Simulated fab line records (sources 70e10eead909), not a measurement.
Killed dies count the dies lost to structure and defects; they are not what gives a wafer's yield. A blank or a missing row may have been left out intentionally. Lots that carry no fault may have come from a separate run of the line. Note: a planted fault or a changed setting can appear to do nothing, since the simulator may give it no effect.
The same fault as seen by 2 desks    flow nand-harc    numbers are kept per desk, each desk with only its own; the story behind them comes last

AT THE TOOL OWNER'S DESK: arfi-scanner-02
The tool's own readings at NHARC_A_BLC_EXPOSE_07 (exposes mask A BLC, target cd 100 nm): means of the sampled wafers that have a number, for each lot that ran on this tool. The brackets show how far a lot's mean lies from the usual mean; more than 4 standard deviations puts the lot out of limits, marked OUT.
Columns: A = exposure-dose-mJ-cm2 at NHARC_A_BLC_EXPOSE_07, usual 67.96
lot   first seen here  A
L832  day 17 12:01     68.04
L836  day 17 14:21     68.01
L838  day 19 15:38     65.69 (-32) OUT
L842  day 19 19:46     66.23 (-24) OUT
L843  day 19 20:45     66.54 (-20) OUT
L844  day 19 23:13     66.85 (-15) OUT
This desk finds L838, L842, L843, L844 out of limits, L838 being first, at day 19 15:38 (exposure-dose-mJ-cm2 at NHARC_A_BLC_EXPOSE_07). In limits: L832, L836.

FROM THE METROLOGY DESK
Lot by lot, what the gauges showed, no matter which tool ran the lot: averages of those sampled wafers that carry a number. The brackets show how far a lot's mean lies from the usual mean; more than 4 standard deviations puts the lot out of limits, marked OUT.
Columns: A = cd-nm at NHARC_A_BLC_CD_MEAS_19, usual 99.1 nm
lot   first seen here  A
L832  day 17 13:19     99.2
L836  day 17 15:39     96.0
L833  day 17 18:57     102.7
L834  day 17 20:41     99.2
L838  day 19 18:30     97.8
L842  day 19 21:04     97.5
L843  day 19 22:13     96.5
L844  day 20 00:30     96.4
L841  day 20 01:56     96.9
L846  day 20 15:43     101.1
L850  day 22 06:54     98.4
L851  day 22 13:49     97.8
L855  day 23 02:32     98.8
L854  day 23 09:49     101.0
Finding of this desk: none of the 14 lots has anything out of limits.

BROUGHT TOGETHER
An alarm could have come from the tool owner's desk at day 19 15:38, on L838, L842, L843, L844.
The metrology desk saw nothing out of limits.
The metrology desk has L838, L842, L843, L844 on record, within its limits.
Every lot named ran NHARC_A_BLC_EXPOSE_07 on arfi-scanner-02.

WHAT WAS PUT IN BY THE SIMULATOR
Drift in process parameters on arfi-scanner-02 at NHARC_A_BLC_EXPOSE_07, starting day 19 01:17. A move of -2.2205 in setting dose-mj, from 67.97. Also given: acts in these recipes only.
Struck lots among those shown: L838, L842, L843, L844.
How many hours passed from the start of the fault until each desk's first out-of-limits reading: the tool owner's desk, 14.
